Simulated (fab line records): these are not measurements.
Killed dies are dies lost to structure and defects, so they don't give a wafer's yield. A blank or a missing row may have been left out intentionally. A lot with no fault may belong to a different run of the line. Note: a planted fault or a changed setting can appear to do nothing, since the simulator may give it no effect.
Struck lot and sound lot, side by side ; flow nand_harc ; 43 steps out of a route of 1159
Sound: the wafers L888.3, L888.4, L888.5. Struck: wafers L903.1, L903.2, L903.5. The cause comes at the end.
Per side, at each step with rows, come the tool, then ch with its chambers, and then its first start. Under that, the readings that differ: sound wafers ; struck wafers ; difference of the means ; sigmas: that difference in standard deviations of wafers without a fault.
alike: readings with means less than 2 such deviations apart, plus words and numbers identical on both sides. not compared: withheld readings, readings lacking a value on some wafer, bounds such as >300 that could conceal the same value, and numbers that have no deviation in the record and whose values overlap.
Wherever a step has rows on one side only, a row that says differs or no value, or a row with sigmas, the two part there. When numbers do not overlap yet have no deviation, they are printed without sigmas and do not part them. A reading missing from all wafers of one side parts the sides only when that side holds two or more wafers.

NHARC_P_ZERO_WELL_CD_MEAS_11 targets a cd of 500 nm.
  sound on cd_sem-03 ch 0, day 2 07:14; struck on cd_sem-03 ch 0, day 6 01:20
reading;sound;struck;difference;sigmas
cd_nm (nm);503.6 502.6 505.2;496.2 497.6 498.0;-6.5;-3
then, 1 step without rows for these wafers: NHARC_P_ZERO_WELL_HARDBAKE_12 (time 65 s).
NHARC_P_ZERO_WELL_DESCUM_13: chemistry O2, time 3 s.
  sound on rie_diel-13 ch 0,1,2, day 2 07:25; struck on rie_diel-05 ch 0,2, day 6 01:30
  alike: drypump_motor_current_A, mfc_ar_sccm, oes_product_au, rf_vpp_V, showerhead_plenum_p_Torr, throttle_valve_pct
  not compared: rf_hours_counter_h
NHARC_P_ZERO_WELL_ETCH_65: etches the open film in N2/H2, target depth 80 nm, overetch 24 nm, time 87.88 s.
  sound on rie_diel-13 ch 0,3, day 2 07:29; struck on rie_diel-05 ch 0,1,2, day 6 01:35
reading;sound;struck;difference;sigmas
throttle_valve_pct (%);14.166 14.157 14.161;14.171 14.191 14.179;+0.019;+2
  alike: drypump_motor_current_A, mfc_ar_sccm, oes_product_au, rf_vpp_V, showerhead_plenum_p_Torr
  not compared: rf_hours_counter_h
NHARC_P_ZERO_WELL_ETCH_62: etches the open film in CHF3/Ar, target depth 13 nm, time 6.5 s.
  sound: rie_diel-13 ch 0,2,3; struck: rie_diel-05 ch 0,1,2
  alike: drypump_motor_current_A, mfc_ar_sccm, oes_product_au, rf_vpp_V, showerhead_plenum_p_Torr, throttle_valve_pct
  not compared: rf_hours_counter_h
then, 7 steps without rows for these wafers: NHARC_P_ZERO_WELL_ETCH_63 (etches the open film in HBr/Cl2, target depth 120 nm, time 40.1 s); NHARC_P_ZERO_WELL_STRIP_15 (strips in SPM, time 900 s); NHARC_P_ZERO_WELL_DEHYDRATE_16 (time 120 s); NHARC_P_ZERO_WELL_HMDS_17 (time 30 s); NHARC_P_ZERO_WELL_COAT_18; NHARC_P_ZERO_WELL_SOFTBAKE_19 (time 95 s); NHARC_P_ZERO_WELL_EBR_20.
NHARC_P_ZERO_WELL_EXPOSE_21: exposes mask P NWELL, target cd 720 nm.
  sound on krf_scanner-03 ch 0, day 2 08:26; struck on krf_scanner-03 ch 0, day 6 02:31
reading;sound;struck;difference;sigmas
model.P_ZERO_WELL.overlay_x_nm (nm);6.576 6.576 6.576;97.96 97.96 97.96;+91.38;
  alike: mask, reticle_temp_C
then, 2 steps without rows for these wafers: NHARC_P_ZERO_WELL_PEB_22 (peb time 85 s); NHARC_P_ZERO_WELL_DEVELOP_23 (time 70 s).
NHARC_P_ZERO_WELL_CD_MEAS_24 targets a cd of 720 nm.
  sound on cd_sem-02 ch 0, day 2 08:35; struck on cd_sem-03 ch 0, day 6 02:41
  alike: cd_nm
then, 1 step without rows for these wafers: NHARC_P_ZERO_WELL_HARDBAKE_25 (time 80 s).
NHARC_P_ZERO_WELL_DESCUM_26: chemistry O2, time 3 s.
  sound on rie_diel-03 ch 0,2,3, day 2 08:45; struck on rie_diel-05 ch 2,3, day 6 02:50
  alike: drypump_motor_current_A, mfc_ar_sccm, oes_product_au, rf_vpp_V, showerhead_plenum_p_Torr, throttle_valve_pct
  not compared: rf_hours_counter_h
then, 12 steps without rows for these wafers: NHARC_P_ZERO_WELL_IMPLANT_27; NHARC_P_ZERO_WELL_IMPLANT_57; NHARC_P_ZERO_WELL_IMPLANT_58; NHARC_P_ZERO_WELL_STRIP_28 (strips in SPM, time 840 s); NHARC_P_ZERO_WELL_DEHYDRATE_29 (time 120 s); NHARC_P_ZERO_WELL_HMDS_30 (time 30 s); NHARC_P_ZERO_WELL_COAT_31; NHARC_P_ZERO_WELL_SOFTBAKE_32 (time 95 s); NHARC_P_ZERO_WELL_EBR_33; NHARC_P_ZERO_WELL_EXPOSE_34 (exposes mask P PWELL, target cd 720 nm); NHARC_P_ZERO_WELL_PEB_35 (peb time 85 s); NHARC_P_ZERO_WELL_DEVELOP_36 (time 70 s).
NHARC_P_ZERO_WELL_CD_MEAS_37 targets a cd of 720 nm.
  sound on cd_sem-01 ch 0, day 2 10:14; struck on cd_sem-03 ch 0, day 6 04:11
  alike: cd_nm
then, 1 step without rows for these wafers: NHARC_P_ZERO_WELL_HARDBAKE_38 (time 80 s).
NHARC_P_ZERO_WELL_DESCUM_39: chemistry O2, time 3 s.
  sound on rie_diel-13 ch 0,2, day 2 10:23; struck on rie_diel-05 ch 0,1,2, day 6 04:21
  alike: drypump_motor_current_A, mfc_ar_sccm, oes_product_au, rf_vpp_V, showerhead_plenum_p_Torr, throttle_valve_pct
  not compared: rf_hours_counter_h
then, 9 steps without rows for these wafers: NHARC_P_ZERO_WELL_IMPLANT_40; NHARC_P_ZERO_WELL_IMPLANT_59; NHARC_P_ZERO_WELL_IMPLANT_60; NHARC_P_ZERO_WELL_STRIP_41 (strips in SPM, time 840 s); NHARC_P_ZERO_WELL_DEHYDRATE_44 (time 120 s); NHARC_P_ZERO_WELL_HMDS_45 (time 30 s); NHARC_P_ZERO_WELL_COAT_46; NHARC_P_ZERO_WELL_SOFTBAKE_47 (time 95 s); NHARC_P_ZERO_WELL_EBR_48.
-- record jumps: 17 days between struck wafers' starts before vs after; left off in module P_ZERO_WELL, resumes in module END, first step shown is number 1159 of the route --
NHARC_END_SORT_01:
  sound on prober-01 ch 0, day 19 20:19; struck on prober-02 ch 0, day 23 04:37
reading;sound;struck;difference;sigmas
hold;- - -;await_dispo/3.0h/release await_dispo/3.0h/release await_dispo/3.0h/release;no value on the sound wafers;
killed_at_periphery;1 6 2;33 22 36;+27;+13
killed_dies;15 23 23;48 39 51;+26;+2
  alike: killed_at_array, killed_at_other, killed_open, killed_short

## WHERE THEY PART
Earliest at NHARC_P_ZERO_WELL_CD_MEAS_11; latest, in this record, at NHARC_END_SORT_01.

WHY: whatever the simulator had introduced
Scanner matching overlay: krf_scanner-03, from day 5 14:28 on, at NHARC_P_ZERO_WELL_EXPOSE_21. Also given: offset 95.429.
